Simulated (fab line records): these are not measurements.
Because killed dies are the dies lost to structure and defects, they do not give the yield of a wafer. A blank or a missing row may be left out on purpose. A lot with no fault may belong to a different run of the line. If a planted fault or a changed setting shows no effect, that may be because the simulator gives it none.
Matching of chambers + flow nand_harc + NHARC_A_STAIRCASE_DEP_417 on pecvd-04 has 3 sister chambers
The step deposits Si3N4, target thk 60 nm. 14 wafers are shown with their chamber, then 7 later ones without.

## WAFERS PAIRED WITH THEIR CHAMBERS
| wafer  | chamber | heater_power_w (W) |
|--------|---------|--------------------|
| L082.2 | 0       | 736                |
| L082.3 | 1       | 699                |
| L082.4 | 1       | 695                |
| L085.1 | 1       | 789                |
| L085.5 | 2       | 779                |
| L085.6 | 0       | 600                |
| L083.2 | 1       | 783                |
| L083.4 | 1       | 783                |
| L083.6 | 2       | 905                |
| L086.1 | 1       | 782                |
| L086.4 | 1       | 793                |
| L086.5 | 2       | 885                |
| L087.1 | 1       | 700                |
| L087.4 | 2       | 817                |

SIGNATURES (averages over the wafers above)
| reading        | chamber 0 | chamber 1 | chamber 2 | scatter within a chamber |
|----------------|-----------|-----------|-----------|--------------------------|
| heater_power_w | 668.00    | 753.00    | 846.50    | 55.8                     |
Rule: for each reading, subtract the chamber's mean from the wafer's reading, divide by that reading's scatter and square the result; add these up over the readings and take the root, which gives the wafer's distance from the chamber. The wafer belongs to the nearest chamber; if the next one is less than 2 further off, it can't be placed. The scatter: the root of (the sum of the squares of (reading less its chamber's mean) over the shown wafers, divided by (wafers less chambers)).

## WAFERS WITHOUT THEIR CHAMBER
| wafer  | heater_power_w (W) |
|--------|--------------------|
| L087.6 | 611                |
| L094.1 | 842                |
| L094.4 | 851                |
| L094.5 | 798                |
| L095.1 | 677                |
| L095.2 | 728                |
| L095.4 | 661                |

## THE CHAMBER EACH PASSED THROUGH
| wafer  | from the rows above          | in truth |
|--------|------------------------------|----------|
| L087.6 | can't be placed: 0 or 1      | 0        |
| L094.1 | can't be placed: 2 or 1      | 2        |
| L094.4 | can't be placed: 2 or 1      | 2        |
| L094.5 | can't be placed: 1 or 2 or 0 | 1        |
| L095.1 | can't be placed: 0 or 1      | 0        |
| L095.2 | can't be placed: 1 or 0 or 2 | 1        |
| L095.4 | can't be placed: 0 or 1      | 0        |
Placed correctly: 0 of 7. Unplaceable from these rows: 7, with the true chamber sitting among the candidates in 7. 0 placed wrongly.
